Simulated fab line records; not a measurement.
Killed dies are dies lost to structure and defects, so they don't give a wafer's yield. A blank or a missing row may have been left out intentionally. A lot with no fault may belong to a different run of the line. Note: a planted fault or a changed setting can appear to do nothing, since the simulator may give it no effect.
fab line records    flow n5Finfet    part 1 of 2: steps 1 to 22 of 29
record lots=5  wafers=15  lastDay=22
route steps=1938 shown BEOL_M2@854
lots untouched by any fault: they come from a run of this same line in which no faults occurred
startH: hours from the record's opening day to when the first of the lot's shown wafers began    waitH: hours elapsed since this lot's preceding step    " as in the row above    L1.1+2: a single row standing in for several wafers    - no value, or no start was given    * or withheld: withheld    < > ~ a bound
route shown NAME@n: NAME is a module with steps in the file, n the number in the route of the first one    usual: mean and standard deviation over wafers with no fault    same: alike in all rows    chamber/n: place in a boat    sites: readings site by site    _std_site: their standard deviation    _edge_site: inner sites' mean taken away from outer sites' mean    radiusMm: for every site, how far away it sits from the centre of the wafer    mask NAME#n: copy n    behind: the most recent tool/chamber to have shaped the wafer    hold: what put the lot on hold/how long, in hours/how the hold closed    device: the transistor (n, p or np) that didn't switch    end of line: tests run on the same wafers once the route is complete    a step without rows: its recipe alone    killed: dies lost to structure and defects at the first sort, not the wafer's yield    map: shows each die of a wafer: x if killed, . if not, _ if none is there
set.NAME: the setting that was run; set.NAME@STEP: the one run at that earlier step    model.NAME: the simulator's own value behind a step, which no gauge read
lots at some steps of the route; a table a step, a row a wafer
services: a tool's chamber out of use, with start hour (startH, from the record's first day; less than 0 if before it), hours out, and reason
## steps
# step N5_BEOL_M2_CD_MEAS_11
# recipe targetCdNm=16.79  landingEnergyEv=500  detector=seInlens  polarity=opening
# usual cdNm=16.86/0.24
lot.wafer  tool      chamber  startH  waitH  cdNm
L079.2     cdSem-01  0        180.28  -      17.04
L079.5     "         0        "       "      16.73
L079.6     "         0        "       "      17.04
L082.2     cdSem-01  0        192.85  -      16.88
L082.4     "         0        "       "      16.80
L082.5     "         0        "       "      16.46
L086.1     cdSem-03  0        204.84  -      16.60
L086.2     "         0        "       "      16.68
L086.4     "         0        "       "      16.77
L088.1     cdSem-02  0        216.31  -      16.88
L088.3     "         0        "       "      16.78
L088.4     "         0        "       "      17.13
L094.2     cdSem-03  0        249.96  -      16.87
L094.3     "         0        "       "      16.87
L094.4     "         0        "       "      17.17
# step N5_BEOL_M2_OVL_MEAS_12
# recipe pointsPerWafer=522
# usual M2_OVL=-0.5/0.69
lot.wafer  tool        chamber  startH  waitH  M2_OVL[nm]
L079.2     overlay-01  0        180.31  0.0    -1.4
L079.5     "           0        "       "      -0.5
L079.6     "           0        "       "      -0.3
L082.2     overlay-02  0        192.88  0.0    0.4
L082.4     "           0        "       "      0.6
L082.5     "           0        "       "      0.1
L086.1     overlay-01  0        204.88  0.0    -1.0
L086.2     "           0        "       "      -0.3
L086.4     "           0        "       "      0.0
L088.1     overlay-02  0        216.34  0.0    -1.4
L088.3     "           0        "       "      -1.0
L088.4     "           0        "       "      -1.0
L094.2     overlay-02  0        250.00  0.0    -0.6
L094.3     "           0        "       "      -0.2
L094.4     "           0        "       "      -0.1
# step N5_BEOL_M2_INSPECT_13
# recipe mode=adi  inspectInstrument=brightfield
# usual rawDefectCount=379/82
lot.wafer  tool              chamber  startH  waitH  rawDefectCount
L079.2     defectInspect-02  -        180.37  0.0    336
L079.5     "                 -        "       "      523
L079.6     "                 -        "       "      239
L082.2     defectInspect-01  -        192.94  0.0    291
L082.4     "                 -        "       "      362
L082.5     "                 -        "       "      326
L086.1     defectInspect-02  -        204.93  0.1    298
L086.2     "                 -        "       "      390
L086.4     "                 -        "       "      350
L088.1     defectInspect-01  -        216.40  0.1    392
L088.3     "                 -        "       "      498
L088.4     "                 -        "       "      434
L094.2     defectInspect-01  -        250.05  0.0    298
L094.3     "                 -        "       "      360
L094.4     "                 -        "       "      398
# step N5_BEOL_M2_DESCUM_16
# recipe chemistry=O2  timeS=7  sourcePowerW=50  biasPowerW=20  pressureMtorr=20  rfFrequencyHz=2.712e+07  tempC=40  resist=CAR-EUV  o2FlowSccm=225
# usual drypumpMotorCurrentA=5.8/0.44  oesProductAu=0.79/0.099  rfVppV=243.7/1.3  showerheadPlenumPTorr=2.13/0.075  throttleValvePct=20.49/0.18
lot.wafer  tool        chamber  startH  waitH  drypumpMotorCurrentA  oesProductAu  rfHoursCounterH  rfVppV  showerheadPlenumPTorr  throttleValvePct
L079.2     rieDiel-04  3        180.40  0.0    5.1                   0.70          236              244.5   2.16                   20.66
L079.5     "           1        "       "      5.6                   0.91          -                242.7   2.04                   20.56
L079.6     "           2        "       "      5.2                   0.69          -                242.2   2.06                   20.48
L082.2     rieDiel-02  3        192.97  0.0    5.6                   0.76          151              241.6   2.01                   20.61
L082.4     "           1        "       "      5.8                   0.73          173              244.4   2.17                   20.45
L082.5     "           3        "       "      5.6                   0.76          -                242.9   2.01                   20.62
L086.1     rieDiel-05  2        204.97  0.0    5.7                   0.68          232              245.0   2.15                   20.81
L086.2     "           3        "       "      6.6                   0.70          200              244.6   2.17                   20.61
L086.4     "           0        "       "      6.3                   0.90          25               244.2   2.13                   20.39
L088.1     rieDiel-05  0        216.67  0.3    6.3                   0.90          31               243.5   2.13                   20.38
L088.3     "           1        "       "      5.4                   0.92          14               243.7   2.24                   20.18
L088.4     "           3        "       "      6.6                   0.70          204              244.4   2.17                   20.61
L094.2     rieDiel-02  1        250.19  0.1    5.7                   0.71          190              244.9   2.17                   20.46
L094.3     "           3        "       "      5.6                   0.76          169              243.2   2.00                   20.65
L094.4     "           0        "       "      5.6                   0.69          216              241.2   1.99                   20.41
# step N5_BEOL_M2_ETCH_74
# recipe chemistry=N2/H2  target=underlayer  targetDepthA=65  maskMaterial=CAR-EUV  timeS=5.2  ionEnergyEv=200  pressureMtorr=30  sourceW=840  biasW=150  n2FlowSccm=200  h2FlowSccm=200  ends=cleared
# usual drypumpMotorCurrentA=5.8/0.44  etchRfOnTimeS=5.21/0.076  oesProductAu=0.67/0.081  rfVppV=525.0/2.8  showerheadPlenumPTorr=2.59/0.092  throttleValvePct=17.95/0.14
lot.wafer  tool        chamber  startH  waitH  drypumpMotorCurrentA  etchRfOnTimeS  oesProductAu  rfHoursCounterH  rfVppV  showerheadPlenumPTorr  throttleValvePct
L079.2     rieDiel-04  3        180.43  0.0    5.1                   5.20           0.59          236              526.4   2.61                   18.16
L079.5     "           1        "       "      5.5                   5.16           0.76          -                521.8   2.48                   17.97
L079.6     "           2        "       "      5.2                   5.17           0.60          -                521.8   2.51                   17.87
L082.2     rieDiel-02  3        193.01  0.0    5.6                   5.39           0.64          151              520.1   2.44                   18.05
L082.4     "           1        "       "      5.8                   5.12           0.64          173              525.6   2.64                   17.85
L082.5     "           3        "       "      5.6                   5.41           0.65          -                519.0   2.44                   18.05
L086.1     rieDiel-05  2        205.00  0.0    5.7                   5.14           0.60          232              526.3   2.61                   18.18
L086.2     "           3        "       "      6.6                   5.17           0.60          200              526.0   2.62                   17.99
L086.4     "           0        "       "      6.3                   5.09           0.77          25               527.2   2.61                   17.93
L088.1     rieDiel-05  0        216.70  0.0    6.3                   5.15           0.76          31               524.1   2.60                   17.93
L088.3     "           1        "       "      5.4                   5.18           0.78          14               527.9   2.72                   17.76
L088.4     "           3        "       "      6.6                   5.22           0.59          204              526.6   2.62                   17.97
L094.2     rieDiel-02  1        250.22  0.0    5.8                   5.13           0.63          190              526.1   2.63                   17.89
L094.3     "           3        "       "      5.6                   5.37           0.63          169              520.9   2.43                   18.07
L094.4     "           0        "       "      5.6                   5.23           0.60          216              518.9   2.41                   17.85
# step N5_BEOL_M2_ETCH_63
# recipe chemistry=CF4  target=SiARC  targetDepthA=156  maskMaterial=CAR-EUV  timeS=26  ionEnergyEv=80  pressureMtorr=40  sourceW=545  biasW=36  Ar_flow_sccm=100  cf4FlowSccm=100  ends=cleared
# usual drypumpMotorCurrentA=5.8/0.44  etchRfOnTimeS=26.1/0.33  oesProductAu=0.67/0.081  rfVppV=184.5/1.2  showerheadPlenumPTorr=2.18/0.071  throttleValvePct=15.66/0.2
lot.wafer  tool        chamber  startH  waitH  drypumpMotorCurrentA  etchRfOnTimeS  oesProductAu  rfHoursCounterH  rfVppV  showerheadPlenumPTorr  throttleValvePct
L079.2     rieDiel-04  3        180.45  0.0    5.2                   26.1           0.60          236              184.8   2.19                   15.82
L079.5     "           1        "       "      5.6                   26.1           0.76          -                183.2   2.09                   15.68
L079.6     "           2        "       "      5.1                   26.2           0.60          -                184.5   2.12                   15.77
L082.2     rieDiel-02  3        193.02  0.0    5.6                   26.5           0.65          151              182.9   2.06                   15.80
L082.4     "           1        "       "      5.8                   25.9           0.63          173              184.8   2.22                   15.63
L082.5     "           3        "       "      5.7                   26.7           0.65          -                182.7   2.06                   15.77
L086.1     rieDiel-05  2        205.02  0.0    5.8                   25.8           0.59          232              184.5   2.19                   16.02
L086.2     "           3        "       "      6.6                   26.2           0.60          200              185.0   2.21                   15.76
L086.4     "           0        "       "      6.3                   26.2           0.76          25               184.5   2.18                   15.47
L088.1     rieDiel-05  0        216.72  0.0    6.3                   26.0           0.76          31               185.3   2.18                   15.48
L088.3     "           1        "       "      5.4                   26.1           0.78          14               184.3   2.28                   15.31
L088.4     "           3        "       "      6.6                   26.2           0.60          204              185.7   2.21                   15.78
L094.2     rieDiel-02  1        250.24  0.0    5.8                   26.3           0.62          190              186.6   2.21                   15.67
L094.3     "           3        "       "      5.6                   27.0           0.63          169              183.9   2.05                   15.82
L094.4     "           0        "       "      5.6                   26.7           0.59          216              182.4   2.04                   15.65
# step N5_BEOL_M2_ETCH_64
# recipe chemistry=N2/H2  target=SOC  targetDepthA=750  overetchA=225  maskMaterial=SiARC  tempC=40  timeS=121.9  ionEnergyEv=200  pressureMtorr=30  sourceW=840  biasW=150  n2FlowSccm=200  h2FlowSccm=200
# usual drypumpMotorCurrentA=5.8/0.44  oesProductAu=0.60/0.07  rfVppV=525.0/2.6  showerheadPlenumPTorr=2.59/0.092  throttleValvePct=17.90/0.15
lot.wafer  tool        chamber  startH  waitH  drypumpMotorCurrentA  oesProductAu  rfHoursCounterH  rfVppV  showerheadPlenumPTorr  throttleValvePct
L079.2     rieDiel-04  3        180.48  0.0    5.1                   0.53          236              525.9   2.61                   18.13
L079.5     "           1        "       "      5.6                   0.68          -                520.9   2.48                   17.95
L079.6     "           2        "       "      5.2                   0.54          -                522.5   2.51                   17.84
L082.2     rieDiel-02  3        193.05  0.0    5.6                   0.58          151              518.9   2.44                   18.01
L082.4     "           1        "       "      5.8                   0.56          173              526.6   2.64                   17.80
L082.5     "           3        "       "      5.6                   0.59          -                521.0   2.44                   18.01
L086.1     rieDiel-05  2        205.05  0.0    5.8                   0.53          232              525.8   2.61                   18.15
L086.2     "           3        "       "      6.6                   0.53          200              525.4   2.62                   17.92
L086.4     "           0        "       "      6.3                   0.68          25               524.4   2.61                   17.86
L088.1     rieDiel-05  0        216.75  0.0    6.3                   0.68          31               524.6   2.60                   17.87
L088.3     "           1        "       "      5.4                   0.70          14               528.9   2.72                   17.72
L088.4     "           3        "       "      6.6                   0.54          204              527.0   2.62                   17.95
L094.2     rieDiel-02  1        250.27  0.0    5.7                   0.55          190              525.2   2.63                   17.84
L094.3     "           3        "       "      5.6                   0.58          170              521.5   2.43                   18.02
L094.4     "           0        "       "      5.6                   0.53          216              518.7   2.41                   17.78
# step N5_BEOL_M2_STRIP_65
# recipe chemistry=N2/H2  tempC=40  n2FlowSccm=200  h2FlowSccm=200  rfFrequencyHz=6e+07
lot.wafer   tool        chamber  startH  waitH
L079.2+5+6  rieDiel-04  3,1,2    180.59  0.1
L082.2+4+5  rieDiel-02  3,1,3    193.16  0.1
L086.1+2+4  rieDiel-05  2,3,0    205.16  0.1
L088.1+3+4  rieDiel-05  0,1,3    216.86  0.1
L094.2+3+4  rieDiel-02  1,3,0    250.38  0.1
# step N5_BEOL_M2_STRIP_75
# recipe chemistry=N2/H2  tempC=40  n2FlowSccm=200  h2FlowSccm=200  rfFrequencyHz=6e+07
lot.wafer   tool        chamber  startH  waitH
L079.2+5+6  rieDiel-04  3,1,2    180.60  0.0
L082.2+4+5  rieDiel-02  3,1,3    193.17  0.0
L086.1+2+4  rieDiel-05  2,3,0    205.17  0.0
L088.1+3+4  rieDiel-05  0,1,3    216.87  0.0
L094.2+3+4  rieDiel-02  1,3,0    250.39  0.0
# step N5_BEOL_M2_STRIP_66
# recipe chemistry=CF4  resist=SiARC  powerW=300  biasPowerW=75  pressureMtorr=50  cf4FlowSccm=150  rfFrequencyHz=6e+07
# usual drypumpMotorCurrentA=5.8/0.44  oesProductAu=0.78/0.092  rfVppV=271.7/1.6  showerheadPlenumPTorr=1.82/0.059  throttleValvePct=13.63/0.22
lot.wafer  tool        chamber  startH  waitH  drypumpMotorCurrentA  oesProductAu  rfHoursCounterH  rfVppV  showerheadPlenumPTorr  throttleValvePct
L079.2     rieDiel-04  3        180.61  0.0    5.1                   0.68          236              272.6   1.84                   13.83
L079.5     "           1        "       "      5.6                   0.88          -                270.7   1.75                   13.62
L079.6     "           2        "       "      5.1                   0.70          -                270.3   1.78                   13.77
L082.2     rieDiel-02  3        193.18  0.0    5.6                   0.76          151              270.6   1.72                   13.74
L082.4     "           1        "       "      5.7                   0.73          173              273.6   1.86                   13.62
L082.5     "           3        "       "      5.6                   0.76          -                268.9   1.72                   13.73
L086.1     rieDiel-05  2        205.18  0.0    5.8                   0.69          232              272.7   1.83                   14.00
L086.2     "           3        "       "      6.6                   0.70          200              274.8   1.85                   13.77
L086.4     "           0        "       "      6.3                   0.89          25               272.3   1.82                   13.41
L088.1     rieDiel-05  0        216.88  0.0    6.3                   0.87          31               271.4   1.82                   13.43
L088.3     "           1        "       "      5.4                   0.91          14               275.9   1.90                   13.24
L088.4     "           3        "       "      6.6                   0.70          204              273.7   1.85                   13.77
L094.2     rieDiel-02  1        250.40  0.0    5.8                   0.72          190              272.7   1.85                   13.67
L094.3     "           3        "       "      5.6                   0.75          170              269.3   1.72                   13.77
L094.4     "           0        "       "      5.6                   0.69          216              268.3   1.71                   13.63
# step N5_BEOL_M2_HM_OPEN_17
# recipe chemistry=Cl2/BCl3  targetDepthA=200  overetchA=60  target=TiN  maskMaterial=SOC  ionEnergyEv=150  pressureMtorr=10  icpW=1000  biasW=126  Cl2_flow_sccm=53.25  bcl3FlowSccm=21.75  Ar_flow_sccm=25
# usual bcl3FlowSccm=21.75/0.066  drypumpMotorCurrentA=5.65/0.26  oesProductAu=0.60/0.071  throttleValvePct=22.17/0.11
lot.wafer  tool         chamber  startH  waitH  bcl3FlowSccm  drypumpMotorCurrentA  oesProductAu  rfHoursCounterH  throttleValvePct
L079.2     rieMetal-03  0        180.65  0.0    21.76         5.34                  0.58          82               22.08
L079.5     "            0        "       "      21.77         5.32                  0.57          -                22.12
L079.6     "            1        "       "      21.81         5.46                  0.68          -                22.17
L082.2     rieMetal-01  0        193.22  0.0    21.69         5.55                  0.57          96               22.06
L082.4     "            0        "       "      21.68         5.53                  0.57          -                22.03
L082.5     "            0        "       "      21.68         5.54                  0.57          -                22.05
L086.1     rieMetal-03  1        205.22  0.0    21.82         5.44                  0.69          40               22.19
L086.2     "            0        "       "      21.69         5.30                  0.57          85               22.10
L086.4     "            0        "       "      21.65         5.33                  0.57          -                22.09
L088.1     rieMetal-03  0        216.92  0.0    21.73         5.35                  0.57          86               22.10
L088.3     "            0        "       "      21.76         5.33                  0.57          -                22.08
L088.4     "            1        "       "      21.80         5.44                  0.68          -                22.19
L094.2     rieMetal-03  1        250.44  0.0    21.84         5.44                  0.68          43               22.20
L094.3     "            1        "       "      21.66         5.45                  0.67          -                22.21
L094.4     "            0        "       "      21.75         5.34                  0.57          -                22.09
# step N5_BEOL_M2_STRIP_19
# recipe chemistry=O2  powerW=400  tempC=40  pressureMtorr=30  rfFrequencyHz=6e+07  biasPowerW=0  overashFraction=0.2  o2FlowSccm=225
# usual drypumpMotorCurrentA=5.7/0.39  oesProductAu=0.81/0.1  rfVppV=3.7/0.52  showerheadPlenumPTorr=2.13/0.083  throttleValvePct=16.71/0.18
lot.wafer  tool        chamber  startH  waitH  drypumpMotorCurrentA  oesProductAu  rfHoursCounterH  rfVppV  showerheadPlenumPTorr  throttleValvePct
L079.2     rieDiel-04  1        180.91  0.2    5.6                   0.89          43               3.8     2.04                   16.75
L079.5     "           3        "       "      5.1                   0.70          -                3.3     2.16                   16.91
L079.6     "           0        "       "      6.1                   0.99          -                4.5     2.24                   16.44
L082.2     rieDiel-04  0        193.40  0.1    6.1                   0.97          7                3.9     2.23                   16.45
L082.4     "           3        "       "      5.1                   0.69          243              4.1     2.16                   16.94
L082.5     "           0        "       "      6.1                   0.97          -                3.4     2.23                   16.44
L086.1     rieDiel-04  1        205.33  0.1    5.5                   0.87          52               4.5     2.04                   16.76
L086.2     "           2        "       "      5.1                   0.69          222              3.6     2.06                   16.79
L086.4     "           0        "       "      6.1                   0.96          12               4.2     2.23                   16.46
L088.1     rieDiel-05  3        217.03  0.1    6.6                   0.69          204              3.6     2.17                   16.88
L088.3     "           0        "       "      6.3                   0.89          31               3.7     2.14                   16.59
L088.4     "           1        "       "      5.4                   0.93          15               3.7     2.24                   16.42
L094.2     rieDiel-05  2        250.55  0.1    5.7                   0.68          248              2.7     2.15                   17.09
L094.3     "           0        "       "      6.3                   0.87          40               4.6     2.13                   16.60
L094.4     "           1        "       "      5.4                   0.91          25               3.8     2.24                   16.42
# step N5_BEOL_M2_CD_MEAS_18
# recipe pitchNm=36  targetCdNm=18
# usual cdNm=18.0/0.31
lot.wafer  tool      chamber  startH  waitH  cdNm
L079.2     cdSem-02  -        180.98  0.1    17.7
L079.5     "         -        "       "      17.9
L079.6     "         -        "       "      18.5
L082.2     cdSem-03  -        193.47  0.1    17.6
L082.4     "         -        "       "      18.0
L082.5     "         -        "       "      17.7
L086.1     cdSem-02  -        205.40  0.0    17.9
L086.2     "         -        "       "      17.6
L086.4     "         -        "       "      17.4
L088.1     cdSem-03  -        217.10  0.0    18.0
L088.3     "         -        "       "      18.1
L088.4     "         -        "       "      18.5
L094.2     cdSem-01  -        250.62  0.1    17.7
L094.3     "         -        "       "      18.0
L094.4     "         -        "       "      18.2
# step N5_BEOL_M2_COAT_67
# recipe resist=SOC  tempC=250  timeS=60  spinRpm=1500  resistThkNm=60
lot.wafer   tool           chamber  startH  waitH
L079.2+5+6  lithoTrack-05  0        181.01  0.0
L082.2+4+5  lithoTrack-05  0        193.50  0.0
L086.1+2+4  lithoTrack-02  0        205.44  0.0
L088.1+3+4  lithoTrack-05  0        217.14  0.0
L094.2+3+4  lithoTrack-04  0        250.66  0.0
# step N5_BEOL_M2_COAT_68
# recipe resist=SiARC  tempC=220  timeS=60  spinRpm=1500  resistThkNm=12
lot.wafer   tool           chamber  startH  waitH
L079.2+5+6  lithoTrack-05  0        -       -
L082.2+4+5  lithoTrack-05  0        -       -
L086.1+2+4  lithoTrack-02  0        -       -
L088.1+3+4  lithoTrack-05  0        -       -
L094.2+3+4  lithoTrack-04  0        -       -
# step N5_BEOL_M2_COAT_76
# recipe resist=underlayer  tempC=205  timeS=60  spinRpm=1500  resistThkNm=5
lot.wafer   tool           chamber  startH  waitH
L079.2+5+6  lithoTrack-05  0        -       -
L082.2+4+5  lithoTrack-05  0        -       -
L086.1+2+4  lithoTrack-02  0        -       -
L088.1+3+4  lithoTrack-05  0        -       -
L094.2+3+4  lithoTrack-04  0        -       -
# step N5_BEOL_M2_COAT_22
# recipe resist=CAR-EUV  spinRpm=1500  resistThkNm=30
lot.wafer   tool           chamber  startH  waitH
L079.2+5+6  lithoTrack-05  0        -       -
L082.2+4+5  lithoTrack-05  0        -       -
L086.1+2+4  lithoTrack-02  0        -       -
L088.1+3+4  lithoTrack-05  0        -       -
L094.2+3+4  lithoTrack-04  0        -       -
# step N5_BEOL_M2_EBR_24
# recipe solvent=PGMEA  ebrWidthMm=1.5
lot.wafer   tool           chamber  startH  waitH
L079.2+5+6  lithoTrack-05  0        -       -
L082.2+4+5  lithoTrack-05  0        -       -
L086.1+2+4  lithoTrack-02  0        -       -
L088.1+3+4  lithoTrack-05  0        -       -
L094.2+3+4  lithoTrack-04  0        -       -
# step N5_BEOL_M2_SOFTBAKE_23
# recipe tempC=110  timeS=60  resist=CAR-EUV
lot.wafer   tool           chamber  startH  waitH
L079.2+5+6  lithoTrack-05  0        -       -
L082.2+4+5  lithoTrack-05  0        -       -
L086.1+2+4  lithoTrack-02  0        -       -
L088.1+3+4  lithoTrack-05  0        -       -
L094.2+3+4  lithoTrack-04  0        -       -
# step N5_BEOL_M2_EXPOSE_25
# recipe maskId=V1  na=0.33  sourceShape=quasar  sigmaInner=0.2  sigmaOuter=0.8  polarization=unpolarized  defocusNm=5  doseMj=63
# usual exposureDoseMJCm2=62.86/0.058
lot.wafer  tool           chamber  startH  waitH  mask  exposureDoseMJCm2
L079.2     euvScanner-02  0        181.29  -      V1#0  62.86
L079.5     "              0        "       "      V1#0  62.85
L079.6     "              0        "       "      V1#0  62.75
L082.2     euvScanner-02  0        193.78  -      V1#0  62.81
L082.4     "              0        "       "      V1#0  62.80
L082.5     "              0        "       "      V1#0  62.85
L086.1     euvScanner-02  0        205.57  -      V1#0  62.81
L086.2     "              0        "       "      V1#0  62.78
L086.4     "              0        "       "      V1#0  62.80
L088.1     euvScanner-01  0        217.27  -      V1#0  62.85
L088.3     "              0        "       "      V1#0  62.79
L088.4     "              0        "       "      V1#0  62.81
L094.2     euvScanner-01  0        250.97  -      V1#0  62.87
L094.3     "              0        "       "      V1#0  62.81
L094.4     "              0        "       "      V1#0  62.76
# step N5_BEOL_M2_PEB_26
# recipe pebTempC=100  pebTimeS=60  resist=CAR-EUV
lot.wafer   tool           chamber  startH  waitH
L079.2+5+6  lithoTrack-02  0        181.36  0.1
L082.2+4+5  lithoTrack-05  0        193.85  0.1
L086.1+2+4  lithoTrack-05  0        205.65  0.1
L088.1+3+4  lithoTrack-02  0        217.35  0.1
L094.2+3+4  lithoTrack-05  0        251.04  0.1
# step N5_BEOL_M2_DEVELOP_27
# recipe developTimeS=30  developer=TMAH  resist=CAR-EUV  rinseLiquid=surfactantRinse  dry=airSpin  devTempC=23
lot.wafer   tool           chamber  startH  waitH
L079.2+5+6  lithoTrack-02  0        -       -
L082.2+4+5  lithoTrack-05  0        -       -
L086.1+2+4  lithoTrack-05  0        -       -
L088.1+3+4  lithoTrack-02  0        -       -
L094.2+3+4  lithoTrack-05  0        -       -
